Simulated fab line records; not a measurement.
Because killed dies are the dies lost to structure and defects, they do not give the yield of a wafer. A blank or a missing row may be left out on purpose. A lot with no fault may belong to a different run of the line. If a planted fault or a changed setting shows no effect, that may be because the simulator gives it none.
Chamber matching ; flow nand_harc ; NHARC_A_BLC_STRIP_29 on rie_diel-06 has 4 sister chambers
The step strips in CF4. 20 wafers are shown with their chamber, then 10 later ones without.

## WAFERS, EACH WITH ITS CHAMBER
wafer;chamber;showerhead_plenum_p_Torr (Torr);drypump_motor_current_A (A);oes_product_au (a.u.)
L074.4;1;1.64;6.0;1.015
L074.5;1;1.64;6.0;1.006
L074.6;0;1.71;6.2;0.997
L076.1;2;1.78;6.0;1.003
L076.2;0;1.71;6.3;0.995
L076.6;0;1.71;6.3;0.999
L075.3;3;1.77;5.3;0.995
L075.4;2;1.78;6.0;1.009
L075.6;1;1.64;5.9;1.016
L084.2;1;1.64;6.0;1.022
L084.4;0;1.70;6.2;1.007
L084.6;0;1.70;6.2;1.008
L086.1;2;1.78;6.0;1.000
L086.2;0;1.70;6.2;1.005
L086.4;1;1.64;6.0;1.003
L087.3;3;1.77;5.3;1.006
L087.5;2;1.77;6.0;0.998
L087.6;1;1.64;6.0;1.015
L090.3;3;1.77;5.3;1.000
L090.4;2;1.77;6.0;0.998

SIGNATURES (averages over the wafers above)
reading;chamber 0;chamber 1;chamber 2;chamber 3;scatter within a chamber
showerhead_plenum_p_Torr;1.7050;1.6400;1.7760;1.7700;0.00411
drypump_motor_current_A;6.233;5.983;6.000;5.300;0.0368
oes_product_au;1.00183;1.01283;1.00160;1.00033;0.00584
Rule: for a wafer and a chamber, the distance is found by dividing, reading by reading, the gap between the wafer's reading and the chamber's mean by the reading's scatter, squaring, summing and taking the root. If the next closest chamber is less than 2 further off than the closest, the wafer can't be placed; otherwise it belongs to the closest. The scatter is the square root of a quotient: the sum, over the shown wafers, of each reading's squared deviation from its chamber's mean, divided by wafers minus chambers.

## WAFERS WHOSE CHAMBER IS MISSING
wafer;showerhead_plenum_p_Torr (Torr);drypump_motor_current_A (A);oes_product_au (a.u.)
L090.6;1.64;6.0;0.994
L091.1;1.64;6.0;0.999
L091.2;1.70;6.2;1.005
L091.4;1.77;6.0;0.997
L092.1;1.70;6.2;0.992
L092.3;1.77;6.0;0.996
L092.5;1.77;5.3;0.994
L097.2;1.77;6.0;1.003
L097.3;1.77;5.3;1.002
L097.5;1.70;6.3;0.988

## THE CHAMBER EACH PASSED THROUGH
wafer;from the rows above;in truth
L090.6;1;1
L091.1;1;1
L091.2;0;0
L091.4;2;2
L092.1;0;0
L092.3;2;2
L092.5;3;3
L097.2;2;2
L097.3;3;3
L097.5;0;0
10 of 10 placed correctly. Left unplaced by these rows: 0. Placed wrongly: 0.
